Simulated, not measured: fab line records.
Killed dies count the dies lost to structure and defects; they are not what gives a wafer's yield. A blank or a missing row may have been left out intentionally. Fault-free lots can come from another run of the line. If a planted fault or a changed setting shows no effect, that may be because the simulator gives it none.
What tool caused it? | flow n5Finfet | 7 lots with 21 wafers sampled at 5 steps, on a route of 1938 steps

WHAT THE GAUGES READ, wafer by wafer
N5_BEOL_M0_SAQP_THK_MEAS_05.
lot  | measured     | on           | thkNm (nm)
L430 | day 6 06:14  | filmMetro-02 | 59.0 60.7 60.2
L433 | day 6 14:30  | filmMetro-01 | 59.6 59.3 61.1
L436 | day 7 08:31  | filmMetro-01 | 59.9 59.1 59.9
L438 | day 8 09:10  | filmMetro-01 | 59.3 60.5 61.0
L445 | day 9 16:40  | filmMetro-01 | 23.2 23.1 22.9
L449 | day 10 16:58 | filmMetro-01 | 58.9 58.2 60.2
L451 | day 11 03:02 | filmMetro-01 | 59.5 60.5 60.1

WHAT TOOL EACH LOT RAN ON (gives the tool, then ch and the chambers of the sampled wafers, and finally the start)
lot  | N5_MOL_CONTACT_COAG_VIA_ETCH_117  | N5_MOL_CONTACT_COAG_STRIP_49        | N5_MOL_CONTACT_COAG_CVD_140  | N5_BEOL_M0_SAQP_PECVD_04
L430 | rieDiel-04 ch 0,3, day 5 18:17    | plasmaAsher-02 ch 0,1, day 5 18:34  | cvdW-01 ch 0, day 5 18:50    | pecvd-02 ch 0,1, day 6 06:06
L433 | rieDiel-05 ch 0,3, day 6 09:13    | plasmaAsher-02 ch 0, day 6 09:25    | cvdW-01 ch 0,1, day 6 09:41  | pecvd-04 ch 0,1,2, day 6 14:24
L436 | rieDiel-01 ch 0,1,3, day 7 02:42  | plasmaAsher-01 ch 0,1, day 7 02:54  | cvdW-01 ch 0,1, day 7 03:11  | pecvd-02 ch 0,1,2, day 7 08:25
L438 | rieDiel-04 ch 0,1,2, day 8 01:35  | plasmaAsher-02 ch 0,1, day 8 01:48  | cvdW-02 ch 0,1, day 8 02:08  | pecvd-03 ch 0,2, day 8 09:04
L445 | rieDiel-01 ch 0,2,3, day 9 10:23  | plasmaAsher-02 ch 0,1, day 9 10:36  | cvdW-02 ch 0,1, day 9 11:09  | pecvd-02 ch 0,1, day 9 16:34
L449 | rieDiel-05 ch 0,1,2, day 10 10:09 | plasmaAsher-02 ch 0,1, day 10 10:21 | cvdW-02 ch 0,1, day 10 10:38 | pecvd-04 ch 0,2, day 10 16:53
L451 | rieDiel-01 ch 0,1,2, day 10 20:27 | plasmaAsher-01 ch 0,1, day 10 20:40 | cvdW-02 ch 0,1, day 10 21:01 | pecvd-02 ch 0,1, day 11 02:56
- N5_MOL_CONTACT_COAG_VIA_ETCH_117: etches SiO2 in C4F6/O2, target depth 40 nm, overetch 8 nm, time 26 s.
- N5_MOL_CONTACT_COAG_STRIP_49: strips in N2/H2, time 30 s.
- N5_MOL_CONTACT_COAG_CVD_140: deposits W, target thk 66.5 nm, time 215 s.
- N5_BEOL_M0_SAQP_PECVD_04: deposits a-Si from SiH4/He, target thk 60 nm, time 60.2 s.

THE ANSWER, worked out from the rows above alone
Rule: usual is defined by the lots themselves. Put in order of their means at a reading, lots are off if they are a third of the lots or fewer, leave a main group of 4 or more, and stand apart from it by a gap of 3 or more times the standard deviation of the main group's means; of several such gaps the widest counts. The tables above print the reading to a certain number of digits; a main group whose means all agree to those digits is not used. A lot without any number at a reading at which 4 lots or more have one is off too. Where the step has rows for the other lots, those lots are counted as sound.
Off at N5_BEOL_M0_SAQP_THK_MEAS_05 (thkNm): L445. The main group has a mean of 59.8 nm with a standard deviation of 0.38.
A tool fits if, at a process step before that reading, it ran every lot that is off, and no sound lot after the first of them. Those tools and the gauges at N5_BEOL_M0_SAQP_THK_MEAS_05 are tried in the same way. None of those tried fits.

WHAT HAD BEEN PUT IN BY THE SIMULATOR
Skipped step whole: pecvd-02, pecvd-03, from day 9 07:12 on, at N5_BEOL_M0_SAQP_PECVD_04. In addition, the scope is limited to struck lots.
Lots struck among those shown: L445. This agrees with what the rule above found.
